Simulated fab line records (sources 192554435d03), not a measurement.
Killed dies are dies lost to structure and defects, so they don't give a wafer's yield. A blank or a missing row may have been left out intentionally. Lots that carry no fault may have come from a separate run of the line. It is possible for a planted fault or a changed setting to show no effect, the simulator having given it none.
What tool caused it? + flow n5 finfet + 33 wafers from 11 lots sampled at 5 of the route's 1938 steps

WHAT EACH GAUGE READ, for each wafer
The record holds no reading of a measuring or inspecting step that can be judged against a usual standard deviation.

WHAT TOOL EACH LOT RAN ON (gives the tool, then ch and the chambers of the sampled wafers, and finally the start)
| lot  | N5_BEOL_M7_VIA_ETCH_34             | N5_BEOL_M7_ETCH_41                            | N5_BEOL_M7_SURFACE_TREAT_79  | N5_BEOL_M7_CVD_78                | N5_PASSIVATION_PROBE_49 |
|------|------------------------------------|-----------------------------------------------|------------------------------|----------------------------------|-------------------------|
| L812 | rie diel-05 ch 0,2, day 10 07:19   | rie diel-05 ch 0,2, day 10 08:41 or earlier   | pvd sputter-03, day 10 08:41 | cvd co-01 ch 0,1, day 10 08:49   | -                       |
| L813 | rie diel-05 ch 0,2,3, day 10 09:17 | rie diel-05 ch 0,2,3, day 10 12:06 or earlier | pvd sputter-01, day 10 12:06 | cvd co-01 ch 0,1,2, day 10 12:10 | prober-01, day 14 05:05 |
| L814 | rie diel-06 ch 0,1,3, day 10 17:45 | rie diel-06 ch 0,1,3, day 10 19:47 or earlier | pvd sputter-01, day 10 19:47 | cvd co-02 ch 0,2, day 10 19:52   | -                       |
| L810 | rie diel-01 ch 0,3, day 11 03:13   | rie diel-01 ch 0,3, day 11 04:48 or earlier   | pvd sputter-01, day 11 04:48 | cvd co-01 ch 0,1,2, day 11 04:56 | -                       |
| L818 | rie diel-05 ch 1,2, day 11 12:44   | rie diel-05 ch 1,2, day 11 13:54 or earlier   | pvd sputter-03, day 11 13:54 | cvd co-02 ch 0,2, day 11 13:58   | -                       |
| L816 | rie diel-01 ch 0,2,3, day 11 12:52 | rie diel-01 ch 0,2,3, day 11 14:12 or earlier | pvd sputter-03, day 11 14:12 | cvd co-02 ch 1,2, day 11 14:16   | -                       |
| L819 | rie diel-06 ch 2,3, day 13 07:26   | rie diel-06 ch 2,3, day 13 08:58 or earlier   | pvd sputter-02, day 13 08:58 | cvd co-02 ch 0,2, day 13 09:05   | -                       |
| L821 | rie diel-06 ch 0,3, day 13 15:22   | rie diel-06 ch 0,3, day 13 16:35 or earlier   | pvd sputter-03, day 13 16:35 | cvd co-01 ch 0,2, day 13 16:39   | -                       |
| L823 | rie diel-06 ch 0,3, day 14 01:20   | rie diel-06 ch 0,3, day 14 02:32 or earlier   | pvd sputter-03, day 14 02:32 | cvd co-02 ch 0,1,2, day 14 02:35 | prober-01, day 16 20:53 |
| L832 | rie diel-06 ch 1,2, day 16 17:34   | rie diel-06 ch 1,2, day 16 20:53 or earlier   | pvd sputter-03, day 16 20:53 | cvd co-01 ch 0,1, day 16 21:00   | prober-02, day 20 05:20 |
| L831 | rie diel-01 ch 1,3, day 17 04:06   | rie diel-01 ch 1,3, day 17 05:49 or earlier   | pvd sputter-01, day 17 05:49 | cvd co-01 ch 0,2, day 17 05:53   | prober-02, day 20 12:49 |
- N5_BEOL_M7_VIA_ETCH_34: etches SiCOH lowk in C4F6/O2, target depth 125.5 nm, time 50.5 s.
- N5_BEOL_M7_ETCH_41: etches SiCN in CH3F/O2, target depth 31.9 nm, time 57.8 s.
- N5_BEOL_M7_SURFACE_TREAT_79
- N5_BEOL_M7_CVD_78: deposits Co from CCTBA/H2, target thk 2 nm, time 142.3 s.
- N5_PASSIVATION_PROBE_49

WHAT THE TOOLS THEMSELVES READ (means of the sampled wafers that have a number; where no wafer has one, the mark that the record gives instead)
N5_BEOL_M7_VIA_ETCH_34. Usual: drypump motor current A 5.6 A, standard deviation 0.37; mfc ar sccm 300.0 sccm, standard deviation 0.9; oes product au 0.79 a.u., standard deviation 0.086; rf vpp V 667 V, standard deviation 15; showerhead plenum p Torr 2.84 Torr, standard deviation 0.096; throttle valve pct 20.9 %, standard deviation 0.3.
| lot  | tool        | drypump motor current A (A) | mfc ar sccm (sccm) | oes product au (a.u.) | rf vpp V (V) | showerhead plenum p Torr (Torr) | throttle valve pct (%) | flag |
|------|-------------|-----------------------------|--------------------|-----------------------|--------------|---------------------------------|------------------------|------|
| L812 | rie diel-05 | 5.4                         | 299.4              | 0.86                  | 672          | 2.94                            | 20.7                   |      |
| L813 | rie diel-05 | 5.3                         | 301.0              | 0.78                  | 656          | 2.85                            | 21.1                   |      |
| L814 | rie diel-06 | 5.7                         | 300.5              | 0.79                  | 663          | 2.77                            | 20.6                   |      |
| L810 | rie diel-01 | 5.3                         | 300.4              | 0.90                  | 677          | 2.96                            | 20.7                   |      |
| L818 | rie diel-05 | 5.5                         | 299.8              | 0.69                  | 658          | 2.81                            | 21.0                   |      |
| L816 | rie diel-01 | 5.5                         | 301.2              | 0.84                  | 673          | 2.93                            | 20.9                   |      |
| L819 | rie diel-06 | 6.2                         | 300.8              | 0.73                  | 670          | 2.71                            | 20.8                   |      |
| L821 | rie diel-06 | 5.6                         | 299.7              | 0.74                  | 660          | 2.78                            | 20.7                   |      |
| L823 | rie diel-06 | 5.6                         | 299.7              | 0.74                  | 660          | 2.78                            | 20.7                   |      |
| L832 | rie diel-06 | 5.7                         | 300.0              | 0.78                  | 673          | 2.73                            | 20.9                   |      |
| L831 | rie diel-01 | 5.5                         | 299.9              | 0.81                  | 684          | 2.94                            | 20.9                   |      |

N5_BEOL_M7_ETCH_41. Usual: drypump motor current A 5.5 A, standard deviation 0.37; mfc ar sccm 150.0 sccm, standard deviation 0.46; oes product au 0.79 a.u., standard deviation 0.087; rf vpp V 297.2 V, standard deviation 1.6; showerhead plenum p Torr 1.99 Torr, standard deviation 0.071; throttle valve pct 16.31 %, standard deviation 0.28.
| lot  | tool        | drypump motor current A (A) | mfc ar sccm (sccm) | oes product au (a.u.) | rf vpp V (V) | showerhead plenum p Torr (Torr) | throttle valve pct (%) | flag |
|------|-------------|-----------------------------|--------------------|-----------------------|--------------|---------------------------------|------------------------|------|
| L812 | rie diel-05 | 5.4                         | 150.1              | 0.86                  | 299.1        | 2.06                            | 16.15                  |      |
| L813 | rie diel-05 | 5.3                         | 150.2              | 0.78                  | 296.7        | 2.00                            | 16.47                  |      |
| L814 | rie diel-06 | 5.7                         | 150.2              | 0.79                  | 297.0        | 1.94                            | 16.12                  |      |
| L810 | rie diel-01 | 5.3                         | 149.9              | 0.89                  | 299.3        | 2.08                            | 16.08                  |      |
| L818 | rie diel-05 | 5.5                         | 149.9              | 0.70                  | 296.8        | 1.98                            | 16.48                  |      |
| L816 | rie diel-01 | 5.5                         | 150.2              | 0.84                  | 298.5        | 2.06                            | 16.26                  |      |
| L819 | rie diel-06 | 6.3                         | 149.6              | 0.73                  | 296.3        | 1.90                            | 16.28                  |      |
| L821 | rie diel-06 | 5.6                         | 150.2              | 0.74                  | 296.3        | 1.95                            | 16.19                  |      |
| L823 | rie diel-06 | 5.6                         | 149.7              | 0.73                  | 295.6        | 1.94                            | 16.20                  |      |
| L832 | rie diel-06 | 5.8                         | 150.1              | 0.78                  | 295.8        | 1.92                            | 16.32                  |      |
| L831 | rie diel-01 | 5.5                         | 150.1              | 0.81                  | 298.5        | 2.07                            | 16.31                  |      |

N5_BEOL_M7_CVD_78. Usual: run length s reads 165.1 s (standard deviation 0.76).
| lot  | tool      | run length s (s) | flag |
|------|-----------|------------------|------|
| L812 | cvd co-01 | 165.2            |      |
| L813 | cvd co-01 | 165.1            |      |
| L814 | cvd co-02 | 165.0            |      |
| L810 | cvd co-01 | 165.0            |      |
| L818 | cvd co-02 | 165.2            |      |
| L816 | cvd co-02 | 165.5            |      |
| L819 | cvd co-02 | 164.8            |      |
| L821 | cvd co-01 | 164.4            |      |
| L823 | cvd co-02 | 165.5            |      |
| L832 | cvd co-01 | 167.0            |      |
| L831 | cvd co-01 | 166.7            |      |

N5_PASSIVATION_PROBE_49. Usual: defect limited yield 91.2 %, standard deviation 1.5; killed_at_M0_to_M3 35, standard deviation 12; killed_at_M4_up 14, standard deviation 5.1; killed at contacts 13, standard deviation 6; killed at front end 38, standard deviation 12; killed at other 4, standard deviation 3.5; killed dies 104, standard deviation 18; killed open 68, standard deviation 13; killed short 33, standard deviation 8.1; sort_bin_5_function 5.2 %, standard deviation 1; sort_bin_6_memory 3.2 %, standard deviation 0.69; sort_bin_8_speed 0.01 %, standard deviation 0.051; sort n pass 1076, standard deviation 18; sort yield pct 91.2 %, standard deviation 1.5.
| lot  | tool      | defect limited yield (%) | killed_at_M0_to_M3 | killed_at_M4_up | killed at contacts | killed at front end | killed at other | killed dies | killed open | killed short | sort_bin_5_function (%) | sort_bin_6_memory (%) | sort_bin_8_speed (%) | sort n pass | sort yield pct (%) | flag |
|------|-----------|--------------------------|--------------------|-----------------|--------------------|---------------------|-----------------|-------------|-------------|--------------|-------------------------|-----------------------|----------------------|-------------|--------------------|------|
| L813 | prober-01 | 91.4                     | 39                 | 9               | 11                 | 41                  | 1               | 101         | 71          | 30           | 5.1                     | 3.3                   | 0.00                 | 1079        | 91.4               |      |
| L823 | prober-01 | 92.2                     | 25                 | 15              | 6                  | 43                  | 3               | 92          | 54          | 33           | 4.4                     | 2.9                   | 0.00                 | 1088        | 92.2               |      |
| L832 | prober-02 | 90.6                     | 34                 | 15              | 24                 | 36                  | 1               | 111         | 74          | 30           | 5.6                     | 3.2                   | 0.00                 | 1069        | 90.6               |      |
| L831 | prober-02 | 92.4                     | 37                 | 19              | 7                  | 27                  | 1               | 90          | 62          | 26           | 4.5                     | 2.8                   | 0.03                 | 1090        | 92.4               |      |

THE ANSWER, worked out from the rows above alone
Rule: a lot counts as off when the mean over its wafers that have a number is more than 3 standard deviations away from the usual mean. Also off: a lot with no number at a reading for which 4 or more lots have one. The other lots that the step has rows for count as sound. Order of review: gauges by route order, followed by the tools' own readings, for which a lot's mean as printed above is used. The first step at which some lot is off is used, and at that step the reading that is off furthest; a lot without a number counts as furthest.
No lot is off at any reading shown: from this, nothing can be told.

WHAT WAS PUT IN BY THE SIMULATOR
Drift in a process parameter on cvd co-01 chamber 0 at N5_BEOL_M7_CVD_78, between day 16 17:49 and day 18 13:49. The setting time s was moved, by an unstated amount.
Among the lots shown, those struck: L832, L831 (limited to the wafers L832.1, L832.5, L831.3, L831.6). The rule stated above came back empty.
